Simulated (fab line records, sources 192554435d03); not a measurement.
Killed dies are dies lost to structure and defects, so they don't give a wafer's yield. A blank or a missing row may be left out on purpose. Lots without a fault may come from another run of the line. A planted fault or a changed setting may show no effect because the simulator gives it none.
Chamber matching | flow n5_finfet | N5_BEOL_M5_ETCH_75 on rie_diel-02: 4 sister chambers
The step etches underlayer in N2/H2, target depth 6.5 nm, time 5.2 s. 8 wafers are shown with their chamber, then 8 later ones without.

WAFERS WITH THEIR CHAMBER
wafer  | chamber | throttle_valve_pct (%) | oes_product_au (a.u.)
L078.1 | 3       | 18.14                  | 0.58
L078.6 | 0       | 17.60                  | 0.78
L079.3 | 3       | 18.13                  | 0.58
L079.6 | 0       | 17.61                  | 0.80
L080.3 | 2       | 17.77                  | 0.80
L080.4 | 1       | 18.19                  | 0.59
L080.5 | 1       | 18.19                  | 0.59
L081.2 | 2       | 17.78                  | 0.81

WAFERS WITHOUT THEIR CHAMBER
wafer  | throttle_valve_pct (%) | oes_product_au (a.u.)
L081.4 | 17.60                  | 0.78
L081.5 | 18.22                  | 0.59
L092.4 | 17.64                  | 0.75
L092.5 | 17.81                  | 0.75
L092.6 | 17.72                  | 0.85
L095.2 | 17.70                  | 0.80
L095.3 | 17.87                  | 0.74
L095.4 | 17.65                  | 0.73

WHICH CHAMBER EACH WENT THROUGH
wafer  | from the rows above | in truth
L081.4 | 0                   | 0
L081.5 | 1                   | 1
L092.4 | 0                   | 0
L092.5 | 2                   | 2
L092.6 | 2                   | 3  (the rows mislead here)
L095.2 | 2                   | 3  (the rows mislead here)
L095.3 | 2                   | 2
L095.4 | 0                   | 0
Placed correctly: 6 of 8. Can't be placed from these rows: 0. Placed wrongly: 2.
How it was worked out, from the rows above alone: a wafer's distance from a chamber is the root of the sum, over the readings, of the square of ((its reading less the chamber's mean) divided by the reading's scatter). The wafer belongs to the nearest chamber; if the next one is less than 2 further off, it can't be placed. A chamber's mean is the mean of its shown wafers. The scatter: the root of (the sum of the squares of (reading less its chamber's mean) over the shown wafers, divided by (wafers less chambers)).
